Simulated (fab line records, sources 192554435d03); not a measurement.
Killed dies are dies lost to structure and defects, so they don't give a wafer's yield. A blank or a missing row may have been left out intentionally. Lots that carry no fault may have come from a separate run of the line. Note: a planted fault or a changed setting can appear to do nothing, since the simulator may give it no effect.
fab line records	flow n5-finfet
[record] lots = 15	wafers = 37	last-day = 18
route steps=1938 shown DUMMY_GATE@243 SD_EPI_N@268 BEOL_M4@1111
lots that met no fault: from a run of the same line without faults
start-h: hours from the record's first day to the start of the lot's first wafer shown	wait-h: how many hours have passed since the lot's step before this one	" same as the row above	L1.1+2: several wafers, shown together as one row	- no value present, or no start provided	* or withheld: withheld	< > ~ a bound
route shown NAME@n: names a module that has steps shown in the file, with the first one's number in the route	usual: mean/standard deviation of fault-free wafers	same: alike in all rows	chamber/n: place in a boat	sites: per-site readings	_std_site: their standard deviation	_edge_site: outer sites' mean less inner sites'	radius-mm: for every site, how far away it sits from the centre of the wafer	mask NAME#n: copy n	behind: tool/chamber where the wafer was last shaped	hold: what put the lot on hold/how long, in hours/how the hold closed	device: the transistor (n, p or np) that didn't switch	end of line: tests of these same wafers at the route's end	a step with no rows: only its recipe	killed: dies lost to structure and defects at the first sort, not the wafer's yield	map: the dies of a wafer, with x for killed, . for not killed, _ for no die there
set.NAME: the run value of the setting; set.NAME@STEP: its run value at that earlier step	model.NAME: the simulator's own value behind a step, which no gauge read
the route's steps for a sample of lots (tables are steps, rows are wafers)
services: from which hour (start-h, from the record's first day; less than 0 if before it) a tool's chamber was out of use, for how many hours, and why
[[steps]]
[step N5_DUMMY_GATE_ETCH_31]
[recipe] chemistry = C4F6/O2	target = SiO2	mask-material = SOC	target-depth-a = 825	time-s = 27.5	ion-energy-ev = 250	pressure-mtorr = 30	source-w = 345	bias-w = 185	Ar_flow_sccm = 300	C4F6_flow_sccm = 10	O2_flow_sccm = 10
[usual] drypump-motor-current-A = 5.7/0.56	oes_f_703_au = 0.79/0.1	oes-product-au = 0.78/0.11	rf-vpp-V = 666/13	showerhead-plenum-p-Torr = 2.87/0.11	throttle-valve-pct = 21.14/0.18
lot.wafer	tool	chamber	start-h	wait-h	drypump-motor-current-A	oes_f_703_au	oes-product-au	rf-hours-counter-h	rf-vpp-V	showerhead-plenum-p-Torr	throttle-valve-pct
L606.2	rie-diel-06	2	48.95	0.1	5.5	0.70	0.69	232	664	2.82	21.03
L606.3	"	0	"	"	5.9	0.67	0.67	238	683	2.94	21.36
L606.6	"	3	"	"	6.0	0.82	0.81	-	665	2.88	20.98
L607.3	rie-diel-04	2	58.11	0.0	5.4	0.73	0.71	244	644	2.70	21.35
L607.4	"	1	"	"	4.7	0.72	0.73	-	662	2.96	21.00
L607.5	"	3	"	"	5.5	0.67	0.68	-	672	2.94	21.17
L608.2	rie-diel-03	2	58.15	0.0	5.1	0.73	0.72	185	681	2.73	21.30
L608.5	"	2	"	"	5.1	0.73	0.73	-	680	2.73	21.28
L609.2	rie-diel-06	2	69.68	0.0	5.5	0.70	0.67	238	665	2.82	21.04
L609.4	"	3	"	"	6.0	0.80	0.81	109	663	2.87	20.98
L609.5	"	1	"	"	6.8	0.75	0.72	-	653	2.93	21.21
L610.2	rie-diel-03	0	69.72	0.0	5.9	0.69	0.68	230	651	2.70	21.15
L610.6	"	0	"	"	5.9	0.70	0.69	-	649	2.70	21.15
L611.2	rie-diel-03	3	79.43	0.0	6.2	0.68	0.67	242	640	2.70	21.52
L611.3	"	1	"	"	5.4	0.77	0.78	153	678	2.94	21.09
L611.4	"	2	"	"	5.1	0.72	0.72	192	681	2.73	21.30
L612.1	rie-diel-03	1	91.45	0.0	5.4	0.76	0.78	156	677	2.94	21.10
L612.2	"	3	"	"	6.2	0.68	0.68	245	638	2.70	21.52
L616.1	rie-diel-06	2	109.82	0.0	5.5	0.69	0.66	250	664	2.81	21.05
L616.3	"	3	"	"	6.0	0.80	0.79	119	664	2.87	21.01
L616.5	"	2	"	"	5.5	0.69	0.67	-	663	2.81	21.04
L617.3	rie-diel-04	2	116.57	0.0	5.4	0.98	0.96	6	654	3.04	21.03
L617.6	"	2	"	"	5.4	0.99	0.96	-	653	3.04	21.04
L619.1	rie-diel-06	0	128.87	0.0	5.9	0.94	0.95	7	685	2.93	21.00
L619.6	"	3	"	"	6.0	0.79	0.79	-	663	2.87	21.02
L622.4	rie-diel-03	3	142.24	0.1	6.2	0.94	0.94	-	650	3.04	21.20
L622.6	"	1	"	"	5.4	0.75	0.76	-	678	2.93	21.11
L624.3	rie-diel-03	2	155.36	0.2	5.1	0.71	0.70	-	681	2.72	21.33
L624.6	"	1	"	"	5.4	0.75	0.75	-	678	2.93	21.12
L625.4	rie-diel-06	3	161.11	0.0	6.0	0.78	0.78	137	665	2.86	21.02
L625.5	"	2	"	"	5.5	0.93	0.94	-	664	2.81	20.72
L625.6	"	1	"	"	6.7	0.72	0.69	-	654	2.92	21.26
L628.1	rie-diel-06	2	182.08	0.0	5.5	0.92	0.93	16	664	2.80	20.72
L628.2	"	1	"	"	6.8	0.72	0.70	210	654	2.91	21.27
L628.4	"	0	"	"	5.9	0.89	0.92	23	683	2.92	21.01
L629.4	rie-diel-06	3	185.56	0.0	6.0	0.77	0.77	144	662	2.86	21.04
L629.6	"	3	"	"	6.0	0.78	0.77	-	664	2.86	21.03
[step N5_DUMMY_GATE_ETCH_42]
[recipe] chemistry = CHF3/O2	target = SiO2	target-depth-a = 35	time-s = 31	ion-energy-ev = 30	bias-w = 12	pressure-mtorr = 30	source-w = 600	Ar_flow_sccm = 200	CHF3_flow_sccm = 50	O2_flow_sccm = 5
[usual] drypump-motor-current-A = 5.8/0.56	oes_f_703_au = 0.79/0.11	oes-product-au = 0.79/0.11	rf-vpp-V = 42.6/0.97	showerhead-plenum-p-Torr = 2.44/0.092	throttle-valve-pct = 18.76/0.19
lot.wafer	tool	chamber	start-h	wait-h	drypump-motor-current-A	oes_f_703_au	oes-product-au	rf-hours-counter-h	rf-vpp-V	showerhead-plenum-p-Torr	throttle-valve-pct
L606.2	rie-diel-06	2	49.45	0.0	5.5	0.70	0.68	232	41.0	2.38	18.67
L606.3	"	0	"	"	5.9	0.67	0.67	238	43.9	2.49	18.96
L606.6	"	0	"	"	5.9	0.68	0.67	-	43.4	2.49	18.97
L607.3	rie-diel-03	3	58.61	0.0	6.2	0.69	0.68	233	41.6	2.29	19.14
L607.4	"	1	"	"	5.4	0.76	0.77	152	43.0	2.50	18.76
L607.5	"	1	"	"	5.4	0.76	0.78	-	43.6	2.50	18.76
L608.2	rie-diel-03	2	58.71	0.1	5.1	0.72	0.72	185	44.4	2.31	18.92
L608.5	"	2	"	"	5.1	0.73	0.72	-	43.2	2.31	18.92
L609.2	rie-diel-06	0	70.18	0.0	5.9	0.68	0.67	243	43.0	2.48	18.97
L609.4	"	3	"	"	6.0	0.80	0.81	109	43.4	2.43	18.62
L609.5	"	2	"	"	5.5	0.70	0.67	-	42.8	2.38	18.69
L610.2	rie-diel-03	3	70.22	0.0	6.2	0.69	0.68	237	40.0	2.29	19.13
L610.6	"	0	"	"	5.9	0.69	0.70	-	42.8	2.29	18.82
L611.2	rie-diel-04	1	79.92	0.0	4.7	0.72	0.72	218	42.0	2.50	18.61
L611.3	"	3	"	"	5.5	0.67	0.68	242	42.0	2.48	18.82
L611.4	"	0	"	"	6.4	0.93	0.95	-	43.1	2.46	18.85
L612.1	rie-diel-04	0	92.05	0.1	6.4	0.91	0.94	10	43.5	2.45	18.83
L612.2	"	1	"	"	4.7	0.72	0.71	222	43.0	2.50	18.60
L616.1	rie-diel-04	1	110.31	0.0	4.7	0.71	0.70	228	41.9	2.49	18.61
L616.3	"	0	"	"	6.4	0.90	0.91	16	44.3	2.45	18.83
L616.5	"	0	"	"	6.4	0.89	0.91	-	42.5	2.45	18.84
L617.3	rie-diel-04	1	117.11	0.1	4.6	0.71	0.71	231	43.0	2.49	18.63
L617.6	"	3	"	"	5.5	0.93	0.97	-	41.0	2.48	18.43
L619.1	rie-diel-03	3	129.36	0.0	6.2	0.97	0.97	1	42.5	2.57	18.75
L619.6	"	1	"	"	5.4	0.74	0.76	-	42.8	2.49	18.80
L622.4	rie-diel-03	2	142.73	0.1	5.1	0.71	0.71	-	42.9	2.30	18.95
L622.6	"	1	"	"	5.4	0.74	0.76	-	43.7	2.49	18.79
L624.3	rie-diel-06	1	156.05	0.1	6.8	0.72	0.70	202	41.9	2.47	18.92
L624.6	"	2	"	"	5.5	0.94	0.94	-	42.0	2.37	18.30
L625.4	rie-diel-03	1	161.63	0.1	5.4	0.74	0.75	-	42.6	2.48	18.83
L625.5	"	2	"	"	5.1	0.70	0.69	-	43.6	2.30	18.98
L625.6	"	0	"	"	5.9	1.00	1.01	-	43.1	2.57	18.51
L628.1	rie-diel-03	1	182.57	0.0	5.4	0.74	0.74	190	43.0	2.48	18.84
L628.2	"	3	"	"	6.2	0.92	0.91	15	42.1	2.57	18.77
L628.4	"	2	"	"	5.1	0.70	0.69	228	43.9	2.29	19.00
L629.4	rie-diel-06	3	186.05	0.0	6.0	0.77	0.77	144	42.3	2.42	18.69
L629.6	"	2	"	"	5.4	0.92	0.92	-	43.6	2.37	18.30
[step N5_DUMMY_GATE_STRIP_48]
[recipe] chemistry = N2/H2	time-s = 20	power-w = 100	temp-c = 40	pressure-mtorr = 100	rf-frequency-hz = 6e+07	bias-power-w = 3	n2-flow-sccm = 300	h2-flow-sccm = 300
[usual] bias-power-w = 3.001/0.0096	drypump-motor-current-A = 5.8/0.56	oes-product-au = 0.79/0.11	rf-vpp-V = 45.4/0.93	showerhead-plenum-p-Torr = 3.42/0.14	temp-c = 40.00/0.11	throttle-valve-pct = 12.22/0.27
lot.wafer	tool	chamber	start-h	wait-h	bias-power-w	drypump-motor-current-A	oes-product-au	rf-hours-counter-h	rf-vpp-V	showerhead-plenum-p-Torr	temp-c	throttle-valve-pct
L606.2	rie-diel-06	2	49.50	0.0	3.009	5.5	0.69	232	46.2	3.35	39.96	12.25
L606.3	"	0	"	"	2.995	5.9	0.67	238	46.3	3.49	39.95	12.49
L606.6	"	0	"	"	3.024	6.0	0.67	-	46.7	3.49	40.03	12.48
L607.3	rie-diel-03	3	58.66	0.0	3.006	6.2	0.68	233	44.5	3.22	40.09	12.62
L607.4	"	1	"	"	3.002	5.4	0.77	152	46.7	3.53	39.90	12.42
L607.5	"	1	"	"	3.005	5.4	0.78	-	46.7	3.53	40.03	12.40
L608.2	rie-diel-03	2	58.76	0.0	2.990	5.1	0.73	185	45.2	3.22	40.21	12.28
L608.5	"	2	"	"	2.990	5.1	0.73	-	45.1	3.22	40.23	12.29
L609.2	rie-diel-06	0	70.23	0.0	3.000	5.9	0.66	243	45.2	3.48	39.91	12.49
L609.4	"	3	"	"	3.008	6.0	0.81	109	45.8	3.41	40.14	12.09
L609.5	"	2	"	"	3.008	5.5	0.67	-	45.9	3.35	39.95	12.25
L610.2	rie-diel-03	3	70.29	0.0	3.001	6.2	0.67	237	45.3	3.21	39.94	12.63
L610.6	"	0	"	"	3.002	5.9	0.69	-	45.4	3.18	39.98	12.31
L611.2	rie-diel-04	1	79.97	0.0	3.001	4.7	0.72	218	45.5	3.48	40.12	12.19
L611.3	"	3	"	"	2.992	5.5	0.69	242	46.2	3.48	39.86	12.33
L611.4	"	0	"	"	3.009	6.5	0.97	-	46.6	3.44	39.86	12.07
L612.1	rie-diel-04	0	92.09	0.0	2.989	6.5	0.95	10	45.6	3.44	39.99	12.07
L612.2	"	1	"	"	3.024	4.7	0.71	222	46.4	3.48	40.10	12.19
L616.1	rie-diel-04	1	110.36	0.0	2.991	4.7	0.71	228	44.6	3.48	39.89	12.19
L616.3	"	0	"	"	3.003	6.4	0.92	16	45.2	3.44	39.86	12.07
L616.5	"	0	"	"	3.001	6.4	0.92	-	46.8	3.44	40.03	12.09
L617.3	rie-diel-04	1	117.16	0.0	3.001	4.7	0.70	231	46.7	3.47	39.88	12.22
L617.6	"	3	"	"	2.994	5.5	0.97	-	45.8	3.47	39.89	11.71
L619.1	rie-diel-03	3	129.41	0.0	2.989	6.2	0.98	1	46.7	3.61	39.92	12.03
L619.6	"	1	"	"	3.010	5.4	0.77	-	45.8	3.52	40.15	12.45
L622.4	rie-diel-03	2	142.79	0.0	3.009	5.1	0.69	-	45.6	3.21	40.03	12.36
L622.6	"	1	"	"	3.012	5.4	0.75	-	45.6	3.52	39.84	12.47
L624.3	rie-diel-06	1	156.10	0.0	3.014	6.8	0.69	202	46.3	3.50	40.07	12.58
L624.6	"	2	"	"	2.999	5.5	0.93	-	46.8	3.34	39.78	11.67
L625.4	rie-diel-03	1	161.68	0.0	3.011	5.4	0.75	-	44.9	3.51	40.10	12.50
L625.5	"	2	"	"	2.984	5.1	0.70	-	44.5	3.20	39.92	12.39
L625.6	"	0	"	"	3.000	5.9	1.00	-	46.1	3.57	39.89	11.74
L628.1	rie-diel-03	1	182.62	0.0	3.003	5.4	0.74	190	44.5	3.51	40.10	12.51
L628.2	"	3	"	"	2.988	6.2	0.92	15	45.3	3.60	40.18	12.07
L628.4	"	2	"	"	3.017	5.1	0.68	228	45.1	3.20	40.15	12.38
L629.4	rie-diel-06	3	186.10	0.0	2.995	6.0	0.77	144	44.8	3.40	40.11	12.17
L629.6	"	2	"	"	2.991	5.5	0.92	-	45.5	3.33	40.01	11.70
[step N5_SD_EPI_N_PEB_07]
[recipe] peb-temp-c = 110	peb-time-s = 60	resist = CAR-ArF-block
[usual] heater-power-total-W = 175.2/1.6
lot.wafer	tool	chamber	start-h	wait-h	heater-power-total-W
L606.2	litho-track-03	0	50.92	0.0	176.5
L606.3	"	0	"	"	173.2
L606.6	"	0	"	"	174.3
L607.3	litho-track-02	0	59.66	0.0	173.1
L607.4	"	0	"	"	174.5
L607.5	"	0	"	"	173.2
L608.2	litho-track-02	0	59.88	0.0	177.5
L608.5	"	0	"	"	173.3
L609.2	litho-track-02	0	71.35	0.0	173.4
L609.4	"	0	"	"	174.1
L609.5	"	0	"	"	173.8
L610.2	litho-track-03	0	71.51	0.0	173.0
L610.6	"	0	"	"	174.0
L611.2	litho-track-03	0	81.10	0.0	177.6
L611.3	"	0	"	"	176.6
L611.4	"	0	"	"	174.0
L612.1	litho-track-03	0	94.16	0.1	173.1
L612.2	"	0	"	"	174.7
L616.1	litho-track-02	0	111.39	0.1	174.2
L616.3	"	0	"	"	257.0
L616.5	"	0	"	"	175.8
L617.3	litho-track-02	0	118.30	0.0	259.1
L617.6	"	0	"	"	252.4
L619.1	litho-track-02	0	130.41	0.1	176.4
L619.6	"	0	"	"	257.8
L622.4	litho-track-01	0	143.89	0.0	177.3
L622.6	"	0	"	"	175.1
L624.3	litho-track-03	0	157.18	0.0	175.5
L624.6	"	0	"	"	173.0
L625.4	litho-track-01	0	162.66	0.0	177.5
L625.5	"	0	"	"	172.9
L625.6	"	0	"	"	173.2
L628.1	litho-track-03	0	185.52	0.1	176.5
L628.2	"	0	"	"	173.8
L628.4	"	0	"	"	176.4
L629.4	litho-track-02	0	187.83	0.0	177.5
L629.6	"	0	"	"	174.7
[step N5_SD_EPI_N_CD_MEAS_09]
[recipe] target-cd-nm = 120	landing-energy-ev = 500	detector = se-inlens
[usual] cd-nm = 120.2/0.73
lot.wafer	tool	chamber	start-h	wait-h	cd-nm
L606.2	cd-sem-01	0	50.99	-	120.0
L606.3	"	0	"	"	121.1
L606.6	"	0	"	"	120.6
L607.3	cd-sem-03	0	59.72	-	120.0
L607.4	"	0	"	"	119.9
L607.5	"	0	"	"	118.7
L608.2	cd-sem-03	0	59.95	-	120.4
L608.5	"	0	"	"	120.1
L609.2	cd-sem-02	0	71.42	-	120.2
L609.4	"	0	"	"	120.4
L609.5	"	0	"	"	120.3
L610.2	cd-sem-03	0	71.58	-	120.0
L610.6	"	0	"	"	120.1
L611.2	cd-sem-02	0	81.16	-	120.5
L611.3	"	0	"	"	121.4
L611.4	"	0	"	"	120.5
L612.1	cd-sem-01	0	94.22	-	121.0
L612.2	"	0	"	"	120.4
L616.1	cd-sem-01	0	111.45	-	120.9
L616.3	"	0	"	"	95.4
L616.5	"	0	"	"	119.8
L617.3	cd-sem-02	0	118.37	-	96.3
L617.6	"	0	"	"	96.6
L619.1	cd-sem-01	0	130.48	-	120.3
L619.6	"	0	"	"	96.5
L622.4	cd-sem-03	0	143.96	-	118.6
L622.6	"	0	"	"	119.2
L624.3	cd-sem-02	0	157.24	-	121.7
L624.6	"	0	"	"	121.3
L625.4	cd-sem-03	0	162.72	-	119.9
L625.5	"	0	"	"	119.8
L625.6	"	0	"	"	119.2
L628.1	cd-sem-02	0	185.59	-	119.3
L628.2	"	0	"	"	120.8
L628.4	"	0	"	"	120.1
L629.4	cd-sem-01	0	187.89	-	120.1
L629.6	"	0	"	"	119.5
[step N5_BEOL_M4_RC_MEAS_101]
[usual] DIBL_N = 36.3/1.7	DIBL_P = 36.0/1.9	IOFF_N = 0.156/0.028	IOFF_P = 0.21/0.036	ION_N = 675/11	ION_P = 463/7.8	SS_N = 71.6/0.59	SS_P = 73.2/0.63	VT_N = 250/3.1	VT_P = -251/3.4
lot.wafer	tool	chamber	start-h	wait-h	DIBL_N[mV/V]	DIBL_P[mV/V]	IOFF_N[nA/um]	IOFF_P[nA/um]	ION_N[uA/um]	ION_P[uA/um]	SS_N[mV/dec]	SS_P[mV/dec]	VT_N[mV]	VT_P[mV]
L606.2	prober-02	0	161.97	0.9	32.5	34.3	0.114	0.16	661	455	71.2	72.2	252	-255
L606.3	"	0	"	"	34.3	35.3	0.124	0.17	671	459	71.5	72.8	251	-252
L606.6	"	0	"	"	35.5	36.1	0.148	0.19	671	457	72.2	73.0	248	-252
L607.3	prober-02	0	168.96	0.3	38.5	37.8	0.187	0.21	682	458	71.5	73.8	246	-252
L607.4	"	0	"	"	36.1	35.7	0.158	0.18	674	456	71.3	73.2	247	-253
L607.5	"	0	"	"	36.6	36.2	0.158	0.18	679	460	71.3	73.7	248	-253
L608.2	prober-01	0	175.46	0.2	36.3	36.5	0.166	0.22	681	471	72.3	73.6	250	-249
L608.5	"	0	"	"	35.4	36.5	0.161	0.21	682	468	72.3	72.4	246	-252
L609.2	prober-02	0	184.73	0.2	38.1	37.9	0.190	0.24	682	470	71.2	73.5	248	-252
L609.4	"	0	"	"	34.3	32.5	0.127	0.17	680	463	70.5	72.5	251	-256
L609.5	"	0	"	"	36.9	36.6	0.170	0.22	688	466	71.9	73.9	250	-253
L610.2	prober-01	0	193.43	0.2	38.3	36.7	0.177	0.25	682	462	72.0	73.4	245	-245
L610.6	"	0	"	"	36.6	35.7	0.146	0.21	673	465	71.5	73.1	249	-248
L611.2	prober-02	0	193.92	0.2	34.2	33.5	0.128	0.19	673	464	71.0	72.3	250	-252
L611.3	"	0	"	"	35.6	35.0	0.146	0.22	661	457	71.8	72.8	252	-249
L611.4	"	0	"	"	36.1	34.7	0.155	0.21	667	461	71.4	72.6	251	-248
L612.1	prober-01	0	204.34	0.0	36.3	37.5	0.164	0.21	691	468	72.1	73.4	250	-250
L612.2	"	0	"	"	37.5	37.5	0.196	0.22	695	465	72.2	74.0	247	-251
L616.1	prober-02	0	227.23	0.0	32.8	32.7	0.098	0.14	642	443	70.1	72.1	258	-257
L616.5	"	0	"	"	35.2	36.2	0.135	0.18	683	463	70.9	72.6	252	-253
L619.1	prober-02	0	250.83	0.0	36.5	35.3	0.171	0.25	693	481	72.3	73.4	246	-245
L622.4	prober-01	0	255.93	0.5	40.2	41.1	0.209	0.23	693	466	72.1	74.6	249	-250
L622.6	"	0	"	"	36.7	37.4	0.144	0.17	678	462	70.8	72.9	253	-254
L624.3	prober-01	0	272.47	0.3	37.2	37.6	0.184	0.22	696	467	72.2	74.1	248	-251
L624.6	"	0	"	"	37.4	36.7	0.170	0.21	676	463	71.3	73.6	248	-248
L625.4	prober-02	0	280.73	0.5	34.3	33.0	0.118	0.17	655	451	70.8	72.6	254	-255
L625.5	"	0	"	"	35.0	33.9	0.126	0.17	660	457	71.0	72.8	254	-253
L625.6	"	0	"	"	38.6	39.0	0.200	0.26	683	467	71.6	74.1	245	-248
L628.1	prober-01	0	303.27	0.0	32.7	32.4	0.120	0.14	667	453	71.0	72.6	255	-255
L628.2	"	0	"	"	35.5	37.1	0.155	0.19	666	458	71.5	73.3	254	-253
L628.4	"	0	"	"	33.7	34.0	0.130	0.16	675	455	70.1	72.8	254	-254
L629.4	prober-01	0	320.54	0.5	36.5	35.5	0.142	0.22	667	466	71.1	72.7	250	-247
L629.6	"	0	"	"	41.0	40.2	0.249	0.32	689	478	72.7	74.6	242	-245
[[services]]
tool	chamber	start-h	hours	kind
rie-diel-04	0	51.32	-	clean
rie-diel-04	0	51.32	-	consumable-replace:focus-ring
rie-diel-04	0	51.32	13.0	scheduled-down
rie-diel-04	0	51.32	13.0	vent-cycle
rie-diel-03	1	59.88	17.3	repair
rie-diel-03	2	70.11	5.4	repair
rie-diel-06	0	95.13	-	clean
rie-diel-06	0	95.13	-	consumable-replace:focus-ring
rie-diel-06	0	95.13	16.2	scheduled-down
rie-diel-06	0	95.13	16.2	vent-cycle
rie-diel-06	3	104.73	4.3	repair
rie-diel-03	3	109.89	-	clean
rie-diel-03	3	109.89	-	consumable-replace:focus-ring
rie-diel-03	3	109.89	-	consumable-replace:showerhead
rie-diel-06	2	111.69	-	clean
rie-diel-06	2	111.69	-	consumable-replace:focus-ring
rie-diel-06	2	111.69	13.6	scheduled-down
rie-diel-06	2	111.69	13.6	vent-cycle
rie-diel-03	0	128.83	-	clean
rie-diel-03	0	128.83	-	consumable-replace:focus-ring
rie-diel-03	0	128.83	-	consumable-replace:showerhead
rie-diel-03	0	128.83	26.8	scheduled-down
rie-diel-03	0	128.83	26.8	vent-cycle
rie-diel-04	1	179.78	2.1	repair
[[key]]
[first-sign] step = N5_SD_EPI_N_PEB_07	reading = heater-power-total-W	direction = up	sigmas = 51	usual = *	struck = *
[effect] step = N5_SD_EPI_N_CD_MEAS_09	reading = cd-nm	direction = down	sigmas = 33	usual = 120.2	struck = 96.2
met-at N5_SD_EPI_N_PEB_07
struck-lots L616,L617,L619
struck-wafers L616.3,L617.3,L617.6,L619.6
later-rows-left-out L616.3,L617.3,L617.6,L619.6
sort-left-out L616.3,L617.3,L617.6,L619.6
not-acting-at N5_DUMMY_GATE_ETCH_31,N5_DUMMY_GATE_ETCH_42,N5_DUMMY_GATE_STRIP_48
onset-between 71.35 111.39
[fault] kind = process-parameter-drift	tool = litho-track-02	chamber = -	onset-h = 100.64	steps = N5_SD_EPI_N_PEB_07	channel = peb-time-s	offset = *	shape = step	end-h = 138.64	scope = struck-wafers-only	acts-in = *	stated = *
// sort-left-out: the simulated sort isn't trusted on such a fault, so these wafers' sort isn't shown, and their yield isn't known
// later-rows-left-out: the simulator's readings of these wafers behind a module that went badly wrong aren't trusted and aren't shown, but for the sort
